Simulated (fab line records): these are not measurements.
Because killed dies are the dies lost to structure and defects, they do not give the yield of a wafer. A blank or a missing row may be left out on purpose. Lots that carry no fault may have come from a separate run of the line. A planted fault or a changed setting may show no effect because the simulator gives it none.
Chamber matching || flow n5-finfet || 4 sister chambers for N5_BEOL_M15_DESCUM_33 on rie-diel-03
The step chemistry O2, time 7.9 s. 14 wafers are shown with their chamber, then 7 later ones without.

## WAFERS WITH THEIR CHAMBER
{"wafer": "L075.3", "chamber": 1, "drypump-motor-current-A (A)": 5.7, "showerhead-plenum-p-Torr (Torr)": 2.04, "throttle-valve-pct (%)": 20.53}
{"wafer": "L075.4", "chamber": 0, "drypump-motor-current-A (A)": 6.0, "showerhead-plenum-p-Torr (Torr)": 2.15, "throttle-valve-pct (%)": 20.66}
{"wafer": "L075.5", "chamber": 3, "drypump-motor-current-A (A)": 5.0, "showerhead-plenum-p-Torr (Torr)": 1.97, "throttle-valve-pct (%)": 20.46}
{"wafer": "L078.3", "chamber": 0, "drypump-motor-current-A (A)": 6.0, "showerhead-plenum-p-Torr (Torr)": 2.15, "throttle-valve-pct (%)": 20.68}
{"wafer": "L078.5", "chamber": 1, "drypump-motor-current-A (A)": 5.6, "showerhead-plenum-p-Torr (Torr)": 2.04, "throttle-valve-pct (%)": 20.55}
{"wafer": "L078.6", "chamber": 0, "drypump-motor-current-A (A)": 6.0, "showerhead-plenum-p-Torr (Torr)": 2.15, "throttle-valve-pct (%)": 20.69}
{"wafer": "L082.4", "chamber": 1, "drypump-motor-current-A (A)": 5.7, "showerhead-plenum-p-Torr (Torr)": 2.04, "throttle-valve-pct (%)": 20.53}
{"wafer": "L082.5", "chamber": 3, "drypump-motor-current-A (A)": 5.0, "showerhead-plenum-p-Torr (Torr)": 1.97, "throttle-valve-pct (%)": 20.48}
{"wafer": "L082.6", "chamber": 2, "drypump-motor-current-A (A)": 5.6, "showerhead-plenum-p-Torr (Torr)": 2.07, "throttle-valve-pct (%)": 20.89}
{"wafer": "L086.1", "chamber": 3, "drypump-motor-current-A (A)": 5.0, "showerhead-plenum-p-Torr (Torr)": 1.96, "throttle-valve-pct (%)": 20.49}
{"wafer": "L086.2", "chamber": 0, "drypump-motor-current-A (A)": 6.0, "showerhead-plenum-p-Torr (Torr)": 2.15, "throttle-valve-pct (%)": 20.71}
{"wafer": "L086.3", "chamber": 1, "drypump-motor-current-A (A)": 5.7, "showerhead-plenum-p-Torr (Torr)": 2.03, "throttle-valve-pct (%)": 20.55}
{"wafer": "L089.3", "chamber": 1, "drypump-motor-current-A (A)": 5.7, "showerhead-plenum-p-Torr (Torr)": 2.03, "throttle-valve-pct (%)": 20.59}
{"wafer": "L089.5", "chamber": 0, "drypump-motor-current-A (A)": 6.0, "showerhead-plenum-p-Torr (Torr)": 2.14, "throttle-valve-pct (%)": 20.72}

SIGNATURES (averages over the wafers above)
{"reading": "drypump-motor-current-A", "chamber 0": 6.000, "chamber 1": 5.680, "chamber 2": 5.600, "chamber 3": 5.000, "scatter within a chamber": 0.0283}
{"reading": "showerhead-plenum-p-Torr", "chamber 0": 2.1480, "chamber 1": 2.0360, "chamber 2": 2.0700, "chamber 3": 1.9667, "scatter within a chamber": 0.00516}
{"reading": "throttle-valve-pct", "chamber 0": 20.6920, "chamber 1": 20.5500, "chamber 2": 20.8900, "chamber 3": 20.4767, "scatter within a chamber": 0.0227}
Rule: distance of a wafer from a chamber = root of the sum over the readings of ((wafer's reading minus chamber's mean) / reading's scatter) squared. The wafer belongs to the nearest chamber; if the next one is less than 2 further off, it can't be placed. The scatter: the root of (the sum of the squares of (reading less its chamber's mean) over the shown wafers, divided by (wafers less chambers)).

## WAFERS WITHOUT THEIR CHAMBER
{"wafer": "L089.6", "drypump-motor-current-A (A)": 5.6, "showerhead-plenum-p-Torr (Torr)": 2.06, "throttle-valve-pct (%)": 20.93}
{"wafer": "L094.1", "drypump-motor-current-A (A)": 6.0, "showerhead-plenum-p-Torr (Torr)": 2.14, "throttle-valve-pct (%)": 20.71}
{"wafer": "L094.2", "drypump-motor-current-A (A)": 5.0, "showerhead-plenum-p-Torr (Torr)": 2.22, "throttle-valve-pct (%)": 20.08}
{"wafer": "L094.4", "drypump-motor-current-A (A)": 5.6, "showerhead-plenum-p-Torr (Torr)": 2.06, "throttle-valve-pct (%)": 20.94}
{"wafer": "L097.1", "drypump-motor-current-A (A)": 5.0, "showerhead-plenum-p-Torr (Torr)": 2.22, "throttle-valve-pct (%)": 20.11}
{"wafer": "L097.4", "drypump-motor-current-A (A)": 6.0, "showerhead-plenum-p-Torr (Torr)": 2.14, "throttle-valve-pct (%)": 20.74}
{"wafer": "L097.5", "drypump-motor-current-A (A)": 5.0, "showerhead-plenum-p-Torr (Torr)": 2.22, "throttle-valve-pct (%)": 20.11}

## WHICH CHAMBER EACH ONE RAN IN
{"wafer": "L089.6", "from the rows above": 2, "in truth": 2}
{"wafer": "L094.1", "from the rows above": 0, "in truth": 0}
{"wafer": "L094.2", "from the rows above": "can't be placed: 0 or 1", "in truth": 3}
{"wafer": "L094.4", "from the rows above": 2, "in truth": 2}
{"wafer": "L097.1", "from the rows above": "can't be placed: 0 or 1", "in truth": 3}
{"wafer": "L097.4", "from the rows above": 0, "in truth": 0}
{"wafer": "L097.5", "from the rows above": "can't be placed: 0 or 1", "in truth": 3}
4 of 7 placed correctly. These rows do not allow placing 3 (true chamber among the candidates in 0). 0 placed wrongly.
